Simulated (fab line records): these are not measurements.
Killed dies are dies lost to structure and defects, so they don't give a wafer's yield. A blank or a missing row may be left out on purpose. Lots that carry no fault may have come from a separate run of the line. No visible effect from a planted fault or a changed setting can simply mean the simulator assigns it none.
Which tool did it? | flow nand_harc | 11 lots, 33 wafers sampled, at 4 steps of a route of 1302

== WHAT THE GAUGES READ, wafer by wafer ==
NHARC_P_ZERO_WELL_CD_MEAS_24: target cd 720 nm.
lot  | measured     | on        | cd_nm (nm)
L988 | day 2 18:40  | cd_sem-01 | 722.4 720.4 715.9
L989 | day 3 04:28  | cd_sem-03 | 720.6 717.4 723.5
L991 | day 4 00:35  | cd_sem-02 | 719.3 715.8 720.0
L992 | day 4 10:21  | cd_sem-02 | 720.7 720.1 718.9
L993 | day 4 20:35  | cd_sem-01 | 698.5 698.2 698.4
L102 | day 8 14:38  | cd_sem-03 | 719.9 719.6 720.9
L104 | day 9 10:40  | cd_sem-02 | 716.9 717.9 718.3
L105 | day 9 21:03  | cd_sem-03 | 723.4 720.4 720.7
L107 | day 10 16:36 | cd_sem-03 | 718.7 718.4 718.2
L108 | day 11 02:43 | cd_sem-03 | 717.9 719.3 720.6
L109 | day 11 12:31 | cd_sem-01 | 717.1 721.8 718.9

== EACH LOT AND THE TOOL THAT RAN IT (in order: tool; ch and the chambers of the sampled wafers; start) ==
lot  | NHARC_P_ZERO_WELL_ETCH_65          | NHARC_P_ZERO_WELL_ETCH_62                     | NHARC_P_ZERO_WELL_EXPOSE_21
L988 | rie_diel-11 ch 0,2,3, day 2 17:32  | rie_diel-11 ch 2,3, day 2 18:30 or earlier    | krf_scanner-01 ch 0, day 2 18:30
L989 | rie_diel-05 ch 1,2,3, day 3 03:31  | rie_diel-05 ch 0,3, day 3 04:19 or earlier    | krf_scanner-01 ch 0, day 3 04:19
L991 | rie_diel-11 ch 0,1,2, day 3 23:31  | rie_diel-11 ch 1,3, day 4 00:26 or earlier    | krf_scanner-01 ch 0, day 4 00:26
L992 | rie_diel-05 ch 1,2,3, day 4 09:22  | rie_diel-05 ch 0,1,2, day 4 10:12 or earlier  | krf_scanner-01 ch 0, day 4 10:12
L993 | rie_diel-05 ch 1,2,3, day 4 19:31  | rie_diel-05 ch 0,1, day 4 20:26 or earlier    | krf_scanner-02 ch 0, day 4 20:26
L102 | rie_diel-11 ch 0,1,3, day 8 13:39  | rie_diel-11 ch 0,1,3, day 8 14:29 or earlier  | krf_scanner-02 ch 0, day 8 14:29
L104 | rie_diel-04 ch 2,3, day 9 09:33    | rie_diel-04 ch 0,3, day 9 10:31 or earlier    | krf_scanner-02 ch 0, day 9 10:31
L105 | rie_diel-05 ch 0,1,3, day 9 20:02  | rie_diel-05 ch 0,2,3, day 9 20:53 or earlier  | krf_scanner-02 ch 0, day 9 20:53
L107 | rie_diel-04 ch 0,1,3, day 10 15:28 | rie_diel-04 ch 1,2,3, day 10 16:27 or earlier | krf_scanner-02 ch 0, day 10 16:27
L108 | rie_diel-04 ch 1,2,3, day 11 01:33 | rie_diel-04 ch 0,2,3, day 11 02:33 or earlier | krf_scanner-04 ch 0, day 11 02:33
L109 | rie_diel-11 ch 1,2,3, day 11 11:24 | rie_diel-11 ch 0,2, day 11 12:22 or earlier   | krf_scanner-02 ch 0, day 11 12:22
- NHARC_P_ZERO_WELL_ETCH_65: etches the open film in N2/H2, target depth 80 nm, overetch 24 nm, time 87.88 s.
- NHARC_P_ZERO_WELL_ETCH_62: etches the open film in CHF3/Ar, target depth 13 nm, time 6.5 s.
- NHARC_P_ZERO_WELL_EXPOSE_21: exposes mask P NWELL, target cd 720 nm.

== THE ANSWER, worked out from the rows above alone ==
Rule: usual is defined by the lots themselves. The widest of any qualifying gaps counts: lots, ordered by their means at a reading, are off when they make up no more than a third of the lots, leave a main group of 4 or more, and stand apart from it by 3 or more times the standard deviation of that group's means. A main group is skipped when, at the precision printed for the reading in the tables above, its means are all equal. Also off: a lot with no number at a reading for which 4 or more lots have one. All remaining lots with rows at the step are treated as sound.
Off at NHARC_P_ZERO_WELL_CD_MEAS_24 (cd_nm): L993. Main group: mean 719.5 nm, sd 1.1.
A tool fits if, at a process step before that reading, it ran every lot that is off, and no sound lot after the first of them. Gauges at NHARC_P_ZERO_WELL_CD_MEAS_24: tried the same way as those tools. With no start given for some of its lots, NHARC_P_ZERO_WELL_ETCH_62 uses the hours and lot order of NHARC_P_ZERO_WELL_EXPOSE_21. Of those tried, none fits.

== WHAT HAD BEEN PUT IN BY THE SIMULATOR ==
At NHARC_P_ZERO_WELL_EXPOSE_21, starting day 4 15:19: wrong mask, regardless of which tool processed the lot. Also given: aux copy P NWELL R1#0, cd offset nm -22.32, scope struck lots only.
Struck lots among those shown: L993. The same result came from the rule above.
